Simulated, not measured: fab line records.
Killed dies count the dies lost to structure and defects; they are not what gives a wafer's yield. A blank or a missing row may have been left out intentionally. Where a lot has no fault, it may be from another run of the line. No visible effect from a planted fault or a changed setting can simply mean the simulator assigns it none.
A lot that was struck, set against a sound lot + flow n5Finfet + 15 out of 1938 route steps
Sound: the wafers L434.1, L434.2, L434.3. Struck: wafer L454.5 (left out: L454.1, L454.6 of the same lot, which were not struck); the cause appears at the end.
For every step that has rows: the tool of each side, followed by ch and its chambers, followed by its first start. Under that, the readings that differ: sound wafers + struck wafers + difference of the means + sigmas: that difference in standard deviations of wafers without a fault.
alike: a reading whose means differ by less than 2 such deviations, as well as words and numbers matching on both sides. not compared: withheld readings; readings where some wafer has no value; bounds like >300 that might hide an equal value; numbers whose values overlap and for which the record gives no deviation.
Wherever a step has rows on one side only, a row that says differs or no value, or a row with sigmas, the two part there. When numbers do not overlap yet have no deviation, they are printed without sigmas and do not part them. Lack of a reading on every wafer of one side parts them only where that side has two or more wafers.

N5_BEOL_M7_OCD_MEAS_38:
  struck on ocd-01, day 14 10:51; sound on ocd-02, day 9 08:40
  alike: trenchDepthNm
then, 4 steps without rows for these wafers: N5_BEOL_M7_HM_STRIP_39 (strips TiN in peroxide tin strip, target depth 25 nm, time 158 s); N5_BEOL_M7_SRD_40 (time 30 s); N5_BEOL_M7_PRECLEAN_42 (cleans in residue remover, time 60 s); N5_BEOL_M7_SRD_43 (time 30 s).
N5_BEOL_M7_CD_MEAS_35: target cd 40 nm.
  struck on cdSem-03, day 14 11:00; sound on cdSem-01, day 9 08:49
| reading   | sound          | struck | difference | sigmas |
|-----------|----------------|--------|------------|--------|
| cdNm (nm) | 41.0 40.9 41.2 | 39.2   | -1.8       | -3     |
N5_BEOL_M7_CURE_75: cures SiCOH lowk, time 120 s.
  sound on uvCure-03 ch 0, day 9 08:51; struck on uvCure-03 ch 1, day 14 11:02
  alike: lampPowerPct, wafer_temp_C_max
N5_BEOL_M7_DEGAS_44: time 60 s.
  struck on pvdSputter-02, day 14 11:25; sound on pvdSputter-01, day 9 09:27
  alike: heaterPowerW
N5_BEOL_M7_PRE_CLEAN_45: time 30 s.
  struck on pvdSputter-02, day 14 11:28; sound on pvdSputter-01, day 9 09:29
  alike: heaterPowerW
N5_BEOL_M7_ALD_77: deposits TaN, target thk 2 nm, pulse time 2 s, purge time 3 s.
  sound on aldMetal-02 ch 0,1,3, day 9 09:34; struck on aldMetal-04 ch 3, day 14 11:31
| reading                  | sound             | struck | difference | sigmas |
|--------------------------|-------------------|--------|------------|--------|
| precursorVesselTempC (C) | 74.90 74.79 74.84 | 75.15  | +0.31      | +3     |
  alike: heaterPowerW
N5_BEOL_M7_SURFACE_TREAT_79:
  struck on pvdSputter-02, day 14 11:50; sound on pvdSputter-01, day 9 09:52
  not compared: throttleValvePct
then, 1 step without rows for these wafers: N5_BEOL_M7_CVD_78 (deposits Co from CCTBA/H2, target thk 2 nm, time 142.3 s).
N5_BEOL_M7_SPUTTER_48: material Cu, target thk 10 nm, time 1.667 s.
  struck on pvdSputter-03, day 14 12:05; sound on pvdSputter-01, day 9 10:05
| reading             | sound             | struck | difference | sigmas      |
|---------------------|-------------------|--------|------------|-------------|
| biasV (V)           | 59.4 59.5 59.6    | 60.9   | +1.4       | +2          |
| cathodeDcPowerW (W) | 26003 26004 25998 | 23000  | -3002      | -99 or more |
  alike: throttleValvePct
then, 1 step without rows for these wafers: N5_BEOL_M7_ECD_50 (material Cu, target thk 300 nm).
-- here the record skips 4 days between the struck wafers' starts before and after, leaving off in module BEOL_M7 and picking up in module PASSIVATION (first step shown: number 1936 of the route) --
N5_PASSIVATION_PROBE_49:
  the record has rows for the struck wafers here (prober-01, day 18 02:55) and none for the sound ones

== WHERE THEY PART ==
At N5_BEOL_M7_CD_MEAS_35 first; at N5_PASSIVATION_PROBE_49 last (within this record only).

WHY: whatever the simulator had introduced
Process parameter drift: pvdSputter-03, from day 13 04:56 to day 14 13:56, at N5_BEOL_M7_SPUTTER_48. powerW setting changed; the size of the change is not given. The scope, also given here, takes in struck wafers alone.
